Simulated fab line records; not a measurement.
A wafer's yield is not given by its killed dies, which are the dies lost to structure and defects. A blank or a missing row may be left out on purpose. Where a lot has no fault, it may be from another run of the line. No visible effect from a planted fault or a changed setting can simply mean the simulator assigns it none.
A struck lot beside a sound one | flow nandHarc | 14 out of 1302 route steps
Sound: these wafers, L253.1, L253.5, L253.6. Struck: wafers L257.3, L257.5, L257.6. Last of all comes the cause.
Each step with rows lists, per side, the tool, then ch with its chambers, then its first start. Under that, the readings that differ: sound wafers | struck wafers | difference of the means | sigmas: that difference in standard deviations of wafers without a fault.
alike: same words and numbers on both sides, and readings whose means sit less than 2 such deviations apart. not compared: any withheld reading, any reading some wafer has no value for, any bound like >300 that may hide the same value, and any number with overlapping values for which the record gives no deviation.
Wherever a step has rows on one side only, a row that says differs or no value, or a row with sigmas, the two part there. Numbers that have no deviation but don't overlap get no sigmas and don't part them. A reading that every wafer of one side lacks parts them only if that side has two wafers or more.

first, 1 step without rows for these wafers: NHARC_P_GATE_IMPLANT_94.
NHARC_P_GATE_STRIP_113: strips in N2/H2, time 740 s.
  sound on plasmaAsher-01 ch 0,1, day 7 08:26; struck on plasmaAsher-01 ch 0,1, day 9 07:43
  alike: drypumpMotorCurrentA, heaterPowerW
  not compared: rfHoursCounterH
NHARC_P_GATE_STRIP_95: strips in O2.
  sound on plasmaAsher-01 ch 0,1, day 7 09:02; struck on plasmaAsher-01 ch 0,1, day 9 08:13
  alike: drypumpMotorCurrentA, heaterPowerW
  not compared: rfHoursCounterH
then, 1 step without rows for these wafers: NHARC_P_GATE_STRIP_96 (strips in SPM, time 900 s).
NHARC_P_GATE_RTA_64: time 1 s.
  sound on rtpAnneal-02 ch 0, day 7 09:35; struck on rtpAnneal-01 ch 0, day 9 08:49
reading             | sound    | struck   | difference | sigmas
lampPowerPct (%)    | 42 42 42 | 30 30 30 | -12        | -2
lamp_zone_3_pct (%) | 42 42 42 | 30 30 30 | -12        | -2
lamp_zone_6_pct (%) | 42 42 42 | 30 30 30 | -12        | -2
  alike: annealTempCMax, wafer_temp_C_max
then, 1 step without rows for these wafers: NHARC_P_GATE_ETCH_77 (etches SiO2 in dHF, target depth 6 nm).
NHARC_P_GATE_DEGAS_109: time 60 s.
  sound on pvdSputter-02, day 7 09:55; struck on pvdSputter-02, day 9 09:03
  alike: heaterPowerW
then, 3 steps without rows for these wafers: NHARC_P_GATE_PRE_CLEAN_110 (time 30 s); NHARC_P_GATE_SPUTTER_78 (material Ni, target thk 10 nm); NHARC_P_GATE_SPUTTER_79 (material TiN, target thk 10 nm).
NHARC_P_GATE_RTA_80: time 30 s.
  sound on rtpAnneal-01 ch 0, day 7 10:11; struck on rtpAnneal-01 ch 0, day 9 09:25
  alike: annealTempCMax, wafer_temp_C_max
then, 1 step without rows for these wafers: NHARC_P_GATE_STRIP_67 (strips in SPM, time 600 s).
NHARC_P_GATE_RTA_82: time 30 s.
  struck on rtpAnneal-01, day 9 09:52; sound on rtpAnneal-02 ch 0, day 7 10:39
  no value came back on the struck wafers for any of 5 readings (annealTempCMax, lampPowerPct (%) and others); on the sound wafers annealTempCMax reads 452.2 452.5 453.1
NHARC_P_GATE_INSPECT_68:
  sound on defectInspect-02, day 7 10:50; struck on defectInspect-01, day 9 10:01
  alike: rawDefectCount

== WHERE THEY PART ==
Last at NHARC_P_GATE_RTA_82 as far as this record goes, first at NHARC_P_GATE_RTA_64. Later steps at which nothing parts them and some readings are alike: NHARC_P_GATE_INSPECT_68.

WHY: what the simulator had put in
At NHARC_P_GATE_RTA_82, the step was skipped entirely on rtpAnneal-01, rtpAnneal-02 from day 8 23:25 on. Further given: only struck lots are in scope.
